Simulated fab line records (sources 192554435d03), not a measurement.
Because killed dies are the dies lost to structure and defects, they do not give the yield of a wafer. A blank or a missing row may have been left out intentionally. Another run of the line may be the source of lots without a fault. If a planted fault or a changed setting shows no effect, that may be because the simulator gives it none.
Which of the tools did it? ; flow n5 finfet ; 9 lots with 27 wafers sampled at 6 steps, on a route of 1938 steps

WHAT THE GAUGES READ, wafer by wafer
N5_WELL_APT_CD_MEAS_08: target cd 200 nm. Usual: cd nm at 199.0 nm, with a standard deviation of 2.4.
lot;measured;on;cd nm (nm);flag
L521;day 1 13:49;cd sem-01;194.6 195.2 194.8;
L527;day 3 01:43;cd sem-03;202.1 202.2 200.8;
L528;day 3 08:06;cd sem-02;203.9 201.6 203.4;
L530;day 3 19:52;cd sem-03;199.5 200.3 202.3;
L531;day 4 01:41;cd sem-01;194.4 196.8 196.5;
L532;day 4 07:43;cd sem-03;204.5 201.8 203.1;
L539;day 6 01:34;cd sem-02;181.7 182.5 181.9;OFF
L540;day 6 08:22;cd sem-01;181.9 182.5 183.0;OFF
L544;day 7 07:34;cd sem-01;202.2 199.1 200.8;

N5_WELL_APT_OVL_MEAS_26. Usual: PWELL_OVL 1 nm, standard deviation 4.7.
lot;measured;on;PWELL_OVL (nm);flag
L521;day 1 15:10;overlay-02;-4 8 3;
L527;day 3 04:39;overlay-02;0 -8 2;
L528;day 3 09:52;overlay-01;12 4 1;
L530;day 3 23:09;overlay-01;-3 4 7;
L531;day 4 02:59;overlay-01;1 5 5;
L532;day 4 08:53;overlay-01;-2 -14 -7;
L539;day 6 02:48;overlay-01;6 12 9;
L540;day 6 09:31;overlay-02;1 5 -2;
L544;day 7 08:44;overlay-01;-5 1 -1;

N5_PMOS_HMC_CHANNEL_EPI_OVL_MEAS_10. Usual: PMOS_HMC_BLK_OVL -0.4 nm, standard deviation 0.66.
lot;measured;on;PMOS_HMC_BLK_OVL (nm);flag
L521;day 1 17:28;overlay-02;-0.4 -0.5 0.9;
L527;day 3 08:04;overlay-01;0.3 -1.0 -0.5;
L528;day 3 12:53;overlay-01;0.7 -0.3 -1.0;
L530;day 4 01:52;overlay-02;-0.2 -0.4 0.4;
L531;day 4 05:09;overlay-02;-0.8 -0.7 -0.4;
L532;day 4 11:29;overlay-02;1.0 0.4 0.4;
L539;day 6 04:58;overlay-01;-1.3 -0.3 0.1;
L540;day 6 11:56;overlay-02;-1.1 -0.6 -0.9;
L544;day 7 11:23;overlay-01;-0.3 -0.1 -1.7;

N5_BEOL_M4_RC_MEAS_101. Usual: DIBL_N 36.4 mV/V, standard deviation 1.6; DIBL_P 35.9 mV/V, standard deviation 2; IOFF_N 0.152 nA/um, standard deviation 0.03; IOFF_P 0.20 nA/um, standard deviation 0.032; ION_N 670 uA/um, standard deviation 12; ION_P 459 uA/um, standard deviation 7.3; SS_N 71.6 mV/dec, standard deviation 0.55; SS_P 73.2 mV/dec, standard deviation 0.69; VT_N 251 mV, standard deviation 3.5; VT_P -252 mV, standard deviation 3.2.
lot;measured;on;DIBL_N (mV/V);DIBL_P (mV/V);IOFF_N (nA/um);IOFF_P (nA/um);ION_N (uA/um);ION_P (uA/um);SS_N (mV/dec);SS_P (mV/dec);VT_N (mV);VT_P (mV);flag
L521;day 8 00:49;prober-01;35.4 36.6 37.7;34.2 36.3 38.0;0.131 0.148 0.168;0.21 0.23 0.26;669 671 678;466 463 474;70.9 70.6 71.4;72.6 73.3 73.8;251 251 248;-247 -247 -246;
L527;day 9 13:25;prober-02;34.1 36.5 33.6;35.9 38.9 35.0;0.137 0.184 0.140;0.20 0.24 0.18;666 681 674;462 467 457;71.4 71.9 71.2;72.8 73.5 72.2;252 246 249;-251 -252 -256;
L528;day 10 08:22;prober-01;34.1 38.1 35.6;33.3 39.7 35.3;0.108 0.193 0.132;0.13 0.22 0.16;658 688 674;448 467 458;70.8 71.8 71.5;72.8 74.8 73.4;258 247 253;-261 -251 -253;
L530;day 10 12:04;prober-01;39.0 39.8 35.8;39.5 41.5 36.2;0.203 0.230 0.138;0.21 0.25 0.17;686 691 666;461 470 453;72.2 72.4 71.7;73.6 74.4 73.2;248 246 253;-253 -251 -256;
L531;day 10 16:03;prober-01;38.4 35.7 38.5;38.2 35.4 37.9;0.192 0.151 0.189;0.23 0.20 0.23;686 686 682;466 472 467;72.0 72.2 72.3;73.5 73.9 73.2;248 253 249;-249 -250 -250;
L532;day 11 00:14;prober-02;36.0 38.8 35.1;33.9 37.8 34.1;0.134 0.198 0.120;0.17 0.24 0.18;659 688 667;455 470 461;70.7 71.3 71.5;73.4 74.6 73.5;252 245 254;-251 -250 -252;
L539;day 12 22:43;prober-02;34.8 37.4 33.3;35.7 36.9 33.8;0.120 0.139 0.092;0.18 0.20 0.16;656 639 638;458 444 453;71.3 72.3 70.8;73.2 73.4 72.5;255 260 262;-254 -253 -253;
L540;day 12 21:31;prober-01;36.0 36.4 37.2;36.9 37.4 37.1;0.172 0.175 0.193;0.20 0.21 0.21;681 680 684;468 466 462;72.0 71.5 72.3;73.3 73.0 73.7;247 249 248;-250 -248 -247;
L544;day 13 18:51;prober-01;35.6 35.7 34.8;34.2 34.9 32.8;0.128 0.124 0.117;0.16 0.16 0.14;659 668 654;445 458 447;71.3 71.0 71.2;73.0 73.4 72.5;255 254 256;-257 -258 -261;

WHAT TOOL EACH LOT RAN ON (gives the tool, then ch and the chambers of the sampled wafers, and finally the start)
lot;N5_WELL_APT_PEB_06;N5_PMOS_HMC_CHANNEL_EPI_ETCH_32
L521;litho track-01 ch 0, day 1 13:41;rie diel-06 ch 2,3, day 1 17:34
L527;litho track-05 ch 0, day 3 01:35;rie diel-05 ch 0,1,3, day 3 08:37
L528;litho track-04 ch 0, day 3 07:59;rie diel-06 ch 0,1,2, day 3 12:59
L530;litho track-04 ch 0, day 3 19:45;rie diel-02 ch 1,3, day 4 01:57
L531;litho track-01 ch 0, day 4 01:34;rie diel-02 ch 0,3, day 4 05:14
L532;litho track-04 ch 0, day 4 07:37;rie diel-02 ch 0,1,3, day 4 11:34
L539;litho track-01 ch 0, day 6 01:26;rie diel-05 ch 0,3, day 6 05:03
L540;litho track-01 ch 0, day 6 08:15;rie diel-02 ch 1,2,3, day 6 12:07
L544;litho track-04 ch 0, day 7 07:26;rie diel-05 ch 0,2,3, day 7 11:34
- N5_WELL_APT_PEB_06: peb time 90 s.
- N5_PMOS_HMC_CHANNEL_EPI_ETCH_32: etches BARC in N2/H2, stops on SiO2, target depth 85.8 nm, time 50.3 s.

AS READ BY THE TOOLS THEMSELVES (means over the sampled wafers that have a number; for cases with no such wafer, the mark the record gives instead)
N5_WELL_APT_PEB_06. Usual: heater power total W 172.4 W, standard deviation 0.83; plate temp C 129.99 C, standard deviation 0.16; resist line temp C 22.98 C, standard deviation 0.1.
lot;tool;heater power total W (W);plate temp C (C);resist line temp C (C);flag
L521;litho track-01;172.2;129.98;23.05;
L527;litho track-05;172.6;130.02;22.89;
L528;litho track-04;171.6;129.96;22.93;
L530;litho track-04;172.7;130.30;23.07;
L531;litho track-01;172.3;129.94;22.97;
L532;litho track-04;173.4;129.89;23.01;
L539;litho track-01;167.7;127.35;22.98;OFF
L540;litho track-01;168.1;127.18;22.93;OFF
L544;litho track-04;172.6;130.08;22.94;

N5_PMOS_HMC_CHANNEL_EPI_ETCH_32. Usual: for drypump motor current A, 5.7 A with a standard deviation of 0.41; for n2 flow sccm, 200.0 sccm with a standard deviation of 0.58; for oes product au, 0.66 a.u. with a standard deviation of 0.064; for rf fwd power W, 831 W with a standard deviation of 4.2; for rf vpp V, 524.7 V with a standard deviation of 2.3; for showerhead plenum p Torr, 2.57 Torr with a standard deviation of 0.084; for throttle valve pct, 17.90 % with a standard deviation of 0.29.
lot;tool;drypump motor current A (A);n2 flow sccm (sccm);oes product au (a.u.);rf fwd power W (W);rf vpp V (V);showerhead plenum p Torr (Torr);throttle valve pct (%);flag
L521;rie diel-06;5.7;200.1;0.63;828;522.6;2.50;17.97;
L527;rie diel-05;5.5;199.8;0.64;831;526.4;2.64;17.91;
L528;rie diel-06;5.7;200.0;0.69;832;521.5;2.48;17.66;
L530;rie diel-02;5.5;200.2;0.73;835;526.4;2.61;17.82;
L531;rie diel-02;6.2;200.0;0.66;829;526.2;2.61;17.97;
L532;rie diel-02;5.8;199.7;0.68;831;526.2;2.62;18.00;
L539;rie diel-05;5.5;200.2;0.61;832;526.3;2.61;18.00;
L540;rie diel-02;5.7;200.4;0.66;833;525.3;2.61;17.98;
L544;rie diel-05;5.5;199.9;0.62;829;523.7;2.55;17.91;

THE ANSWER, worked out from the rows above alone
Rule: a lot counts as off when the mean over its wafers that have a number is more than 3 standard deviations away from the usual mean. Also off: a lot with no number at a reading for which 4 or more lots have one. Any other lot the step has rows for is counted as sound. After the gauges, taken in route order, come the tools' own readings; for these a lot's mean is taken, as printed above. At the first step where some lot is off, the reading lying furthest off is the one used; lots without a number count as furthest.
Off at N5_WELL_APT_CD_MEAS_08 (cd nm): L539, L540.
A tool fits if, at a process step before that reading, it ran every lot that is off, and no sound lot after the first of them. The gauges at N5_WELL_APT_CD_MEAS_08 aren't tried: what is off there is off at N5_WELL_APT_PEB_06 too, on other tools, and a gauge's error can't cause that. One fits: N5_WELL_APT_PEB_06 on litho track-01. A fault onset in the window from L531 (day 4 01:34, its last sound lot) to L539 (day 6 01:26, its first lot off) fits.
The tool's own readings at N5_WELL_APT_PEB_06 bear it out: on the lots that are off they differ by more than 5 times the standard deviation of the sound lots' means. heater power total W reads 167.9 W there against 172.5 W on the sound lots; plate temp C reads 127.27 C there against 130.02 C on the sound lots.

WHAT THE SIMULATOR HAD PUT IN
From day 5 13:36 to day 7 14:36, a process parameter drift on litho track-01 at N5_WELL_APT_PEB_06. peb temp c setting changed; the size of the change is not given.
Shown lots that were struck: L539, L540. The same result came from the rule above.
